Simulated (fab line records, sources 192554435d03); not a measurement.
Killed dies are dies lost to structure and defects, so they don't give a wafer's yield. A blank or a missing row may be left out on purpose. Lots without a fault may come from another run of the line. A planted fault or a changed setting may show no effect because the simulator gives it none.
Split-lot experiment | flow n5_finfet | 7 lots, 39 wafers read, on a route of 1938 steps

THE SPLIT
At N5_GATE_CUT_ETCH_56 (etches TiN in Cl2/Ar, target depth 21.6 nm), the setting target_depth_a was moved away from the recipe's 216 angstrom on 12 of the 39 wafers read, by -10.7% to +6.4%. The other wafers ran this setting at the recipe's value.

The reading is taken at the split's own step.

THE READING
etch.depth_nm (the simulator's own value, which no gauge read), in nm, at N5_GATE_CUT_ETCH_56 (etches TiN in Cl2/Ar, target depth 21.6 nm). The file gives no usual value for it. The 27 wafers here that ran the recipe average 22.02 nm, standard deviation 0.36 nm.

wafer  | tool, chamber at the split | target_depth_a as run, angstrom | against the recipe | etch.depth_nm, nm | against lot-mates on the recipe
L076.1 | rie_metal-03, 1            | 216                             | recipe             | 21.59             | -
L076.2 | rie_metal-03, 0            | 216                             | recipe             | 21.86             | -
L076.3 | rie_metal-03, 0            | 216                             | recipe             | 22.14             | -
L076.4 | rie_metal-03, 1            | 216                             | recipe             | 21.52             | -
L076.5 | rie_metal-03, 0            | 216                             | recipe             | 21.91             | -
L076.6 | rie_metal-03, 1            | 216                             | recipe             | 21.61             | -
L077.1 | rie_metal-01, 1            | 216                             | recipe             | 22.3              | -
L077.2 | rie_metal-01, 0            | 216                             | recipe             | 22.25             | -
L077.3 | rie_metal-01, 0            | 216                             | recipe             | 22.2              | -
L077.4 | rie_metal-01, 1            | 216                             | recipe             | 22.22             | -
L077.5 | rie_metal-01, 0            | 216                             | recipe             | 22.03             | -
L077.6 | rie_metal-01, 1            | 216                             | recipe             | 22.29             | -
L081.1 | rie_metal-01, 0            | 216                             | recipe             | 21.98             | -
L081.2 | rie_metal-01, 1            | 216                             | recipe             | 22.06             | -
L081.6 | rie_metal-01, 0            | 216                             | recipe             | 22.01             | -
L082.1 | rie_metal-01, 0            | 192.8                           | -10.7%             | 19.69             | -2.49
L082.2 | rie_metal-01, 1            | 192.8                           | -10.7%             | 19.67             | -2.51
L082.3 | rie_metal-01, 0            | 192.8                           | -10.7%             | 19.7              | -2.48
L082.4 | rie_metal-01, 1            | 216                             | recipe             | 22.12             | -
L082.5 | rie_metal-01, 0            | 216                             | recipe             | 22.13             | -
L082.6 | rie_metal-01, 1            | 216                             | recipe             | 22.28             | -
L094.1 | rie_metal-01, 0            | 216                             | recipe             | 22.28             | -
L094.2 | rie_metal-01, 1            | 203.9                           | -5.6%              | 21.16             | -1.16
L094.3 | rie_metal-01, 1            | 216                             | recipe             | 22.53             | -
L094.4 | rie_metal-01, 0            | 216                             | recipe             | 22.14             | -
L094.5 | rie_metal-01, 0            | 203.9                           | -5.6%              | 20.82             | -1.50
L094.6 | rie_metal-01, 1            | 203.9                           | -5.6%              | 21.29             | -1.03
L096.1 | rie_metal-01, 1            | 229.9                           | +6.4%              | 24.19             | +1.82
L096.2 | rie_metal-01, 0            | 216                             | recipe             | 22.19             | -
L096.3 | rie_metal-01, 0            | 229.9                           | +6.4%              | 23.44             | +1.07
L096.4 | rie_metal-01, 1            | 216                             | recipe             | 22.51             | -
L096.5 | rie_metal-01, 0            | 229.9                           | +6.4%              | 23.64             | +1.27
L096.6 | rie_metal-01, 1            | 216                             | recipe             | 22.42             | -
L097.1 | rie_metal-02, 0            | 216                             | recipe             | 21.32             | -
L097.2 | rie_metal-02, 1            | 227.6                           | +5.4%              | 22.51             | +1.23
L097.3 | rie_metal-02, 1            | 227.6                           | +5.4%              | 22.53             | +1.25
L097.4 | rie_metal-02, 0            | 216                             | recipe             | 21.18             | -
L097.5 | rie_metal-02, 0            | 227.6                           | +5.4%              | 22.2              | +0.92
L097.6 | rie_metal-02, 1            | 216                             | recipe             | 21.34             | -

THE FIT
A straight line over all 39 wafers: etch.depth_nm changes by +0.2 nm for each +1% of target_depth_a; r = +0.90; the points scatter about the line by 0.41 nm.
The same after taking each lot's own level away (the mean of its wafers on the recipe; 39 wafers): +0.224 nm for each +1%; r = +0.98; scatter 0.17 nm.
On that fit, the largest move of target_depth_a shifts the reading by 2.4 nm.
The lots' own levels span 21.280 to 22.373 nm, that is 3.1 times the standard deviation above.
So the lot-to-lot level changes the slope: the two fits differ.
Check: with one of the wafers moved furthest among these (-10.7%) left out of the fit, the line predicts -2.4 nm for it against its lot-mates. It came out at -2.49 nm against them.

OTHER SPLITS ON THESE WAFERS
These wafers also went through other splits before the reading. Each is held against what the fit with the lots' levels taken away leaves over:
other split on the same wafers       | wafers away from the commonest value | r with etch.depth_nm (lot level and that fit taken away)
N5_FIN_CUT_ETCH_21 bias_w            | 12                                   | +0.01
N5_DUMMY_GATE_ETCH_31 target_depth_a | 9                                    | +0.10
N5_HKMG_FIN_ETCH_32 bias_w           | 15                                   | +0.01

THE FILE'S OWN FIT
etch.depth_nm changes by +0.224 nm for each +1% of target_depth_a, r = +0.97.
